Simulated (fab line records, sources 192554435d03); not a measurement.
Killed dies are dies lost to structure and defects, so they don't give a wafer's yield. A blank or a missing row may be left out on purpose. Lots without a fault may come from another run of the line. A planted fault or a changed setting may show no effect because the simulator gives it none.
A struck lot beside a sound one | flow n5_finfet | 15 steps out of a route of 1938
Sound: wafers L315.3, L315.5. Struck: wafer L329.5. (L329.1, L329.3 of the same lot were not struck and are left out.) The cause comes at the end.
At each step with rows: each side's tool, then ch and its chambers, then its first start. Under that, the readings that differ: sound wafers | struck wafers | difference of the means | sigmas: that difference in standard deviations of wafers without a fault.
alike: readings whose means differ by less than 2 such deviations, and words and numbers that are the same on both sides. not compared: withheld readings, readings that some wafer has no value for, bounds like >300 that may hide the same value, and numbers for which the record gives no deviation and whose values overlap.
The two part at a step that has a row with sigmas, a row that says differs or no value, or rows on one side only. Numbers that don't overlap but have no deviation are shown without sigmas and don't part them. A reading that every wafer of one side lacks parts them only if that side has two wafers or more.

first, 7 steps without rows for these wafers: N5_BEOL_M14_COAT_22 (resist thk 300 nm); N5_BEOL_M14_EBR_24; N5_BEOL_M14_SOFTBAKE_23 (time 60 s); N5_BEOL_M14_EXPOSE_25 (exposes mask M14, target cd 280 nm); N5_BEOL_M14_PEB_26 (peb time 90 s); N5_BEOL_M14_DEVELOP_27 (develop time 45 s); N5_BEOL_M14_HARDBAKE_32 (time 120 s).
N5_BEOL_M14_CD_MEAS_28: target cd 284.4 nm.
  sound on cd_sem-03 ch 0, day 11 11:06; struck on cd_sem-01 ch 0, day 15 08:08
  alike: cd_nm
N5_BEOL_M14_OVL_MEAS_29:
  sound on overlay-02 ch 0, day 11 11:08; struck on overlay-02 ch 0, day 15 08:10
  alike: M14_OVL
N5_BEOL_M14_INSPECT_30: inspects for defects (macro).
  sound on defect_inspect-01, day 11 11:10; struck on defect_inspect-01, day 15 08:11
  alike: raw_defect_count
N5_BEOL_M14_DESCUM_33: chemistry O2, time 7.9 s.
  sound on rie_diel-06 ch 1,2, day 11 12:21; struck on rie_diel-06 ch 3, day 15 08:13
  alike: drypump_motor_current_A, oes_product_au, rf_vpp_V, showerhead_plenum_p_Torr, throttle_valve_pct
  not compared: rf_hours_counter_h
N5_BEOL_M14_ETCH_67: etches SiARC in CF4, target depth 143 nm, time 238.3 s.
  sound on rie_diel-06 ch 1,2, day 11 12:23; struck on rie_diel-06 ch 3, day 15 08:15
  reading                | sound       | struck | difference | sigmas
  throttle_valve_pct (%) | 15.79 15.27 | 15.98  | +0.45      | +2
  alike: bias_w, cf4_flow_sccm, drypump_motor_current_A, etch_rf_on_time_s, oes_product_au, rf_vpp_V, showerhead_plenum_p_Torr
  not compared: rf_hours_counter_h
N5_BEOL_M14_ETCH_68: etches SOC in N2/H2, time 450 s.
  sound on rie_diel-06 ch 1,2, day 11 12:32; struck on rie_diel-06 ch 3, day 15 08:23
  reading                                     | sound   | struck | difference | sigmas
  model.SiARC_of_BEOL_M14_COAT_66.thk_nm (nm) | 66.4 65 | 72.2   | +6.5       |
  alike: bias_w, drypump_motor_current_A, oes_product_au, rf_vpp_V, showerhead_plenum_p_Torr, throttle_valve_pct
  not compared: rf_hours_counter_h
then, 1 step without rows for these wafers: N5_BEOL_M14_STRIP_69 (strips in N2/H2).
N5_PASSIVATION_PROBE_49:
  the record has rows for the struck wafers here (prober-01, day 16 10:22) and none for the sound ones

WHERE THEY PART
First at N5_BEOL_M14_ETCH_67; last, within this record, at N5_PASSIVATION_PROBE_49.

WHY: what the simulator had put in
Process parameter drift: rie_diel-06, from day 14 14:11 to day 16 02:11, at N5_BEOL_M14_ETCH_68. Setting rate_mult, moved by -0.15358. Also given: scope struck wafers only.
